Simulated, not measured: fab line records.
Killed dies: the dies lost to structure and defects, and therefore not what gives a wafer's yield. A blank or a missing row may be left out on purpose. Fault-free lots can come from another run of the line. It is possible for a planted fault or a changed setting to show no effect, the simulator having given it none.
Chamber matching | flow n5-finfet | N5_BEOL_M3_PECVD_72 on pecvd-04: 3 sister chambers
The step deposits SiO2 from TEOS/O2, target thk 16 nm, time 18 s. 18 wafers are shown with their chamber, then 9 later ones without.

WAFERS, EACH WITH ITS CHAMBER
wafer  | chamber | throttle-valve-pct (%) | showerhead-plenum-p-Torr (Torr) | heater-power-w (W)
L075.3 | 2       | 21.4                   | 8.64                            | 804
L075.5 | 1       | 27.6                   | 8.78                            | 739
L075.6 | 2       | 21.7                   | 8.67                            | 815
L076.1 | 1       | 27.3                   | 8.77                            | 705
L076.4 | 1       | 27.6                   | 8.80                            | 716
L076.5 | 2       | 21.7                   | 8.66                            | 775
L085.1 | 0       | 23.0                   | 8.87                            | 717
L085.2 | 1       | 27.6                   | 8.79                            | 764
L085.4 | 1       | 27.4                   | 8.78                            | 753
L086.2 | 1       | 27.1                   | 8.78                            | 672
L086.4 | 0       | 22.8                   | 8.91                            | 651
L086.6 | 2       | 21.8                   | 8.66                            | 845
L090.1 | 0       | 22.7                   | 8.91                            | 745
L090.3 | 2       | 21.8                   | 8.65                            | 809
L090.5 | 0       | 22.9                   | 8.90                            | 747
L092.1 | 0       | 23.0                   | 8.89                            | 785
L092.3 | 2       | 21.6                   | 8.66                            | 769
L092.5 | 1       | 27.4                   | 8.79                            | 745

SIGNATURES, as means of the wafers listed above
reading                  | chamber 0 | chamber 1 | chamber 2 | scatter within a chamber
throttle-valve-pct       | 22.880    | 27.429    | 21.667    | 0.162
showerhead-plenum-p-Torr | 8.8960    | 8.7843    | 8.6567    | 0.0122
heater-power-w           | 729.00    | 727.71    | 802.83    | 36.5
Rule: for a wafer and a chamber, the distance is found by dividing, reading by reading, the gap between the wafer's reading and the chamber's mean by the reading's scatter, squaring, summing and taking the root. If the next closest chamber is less than 2 further off than the closest, the wafer can't be placed; otherwise it belongs to the closest. The scatter: take each reading less its chamber's mean, square it, sum over the shown wafers, divide by the number of wafers less the number of chambers, and take the root.

WAFERS WITH NO CHAMBER GIVEN
wafer  | throttle-valve-pct (%) | showerhead-plenum-p-Torr (Torr) | heater-power-w (W)
L094.4 | 27.5                   | 8.81                            | 736
L094.5 | 22.0                   | 8.66                            | 714
L094.6 | 23.0                   | 8.91                            | 751
L095.2 | 22.9                   | 8.92                            | 764
L095.4 | 22.9                   | 8.90                            | 751
L095.5 | 27.4                   | 8.81                            | 631
L097.1 | 21.9                   | 8.63                            | 769
L097.4 | 23.0                   | 8.91                            | 728
L097.6 | 22.0                   | 8.66                            | 753

EACH ONE'S CHAMBER
wafer  | from the rows above | in truth
L094.4 | 1                   | 1
L094.5 | 2                   | 2
L094.6 | 0                   | 0
L095.2 | 0                   | 0
L095.4 | 0                   | 0
L095.5 | 1                   | 1
L097.1 | 2                   | 2
L097.4 | 0                   | 0
L097.6 | 2                   | 2
Placed correctly: 9 of 9. Can't be placed from these rows: 0. Wrongly placed: 0.
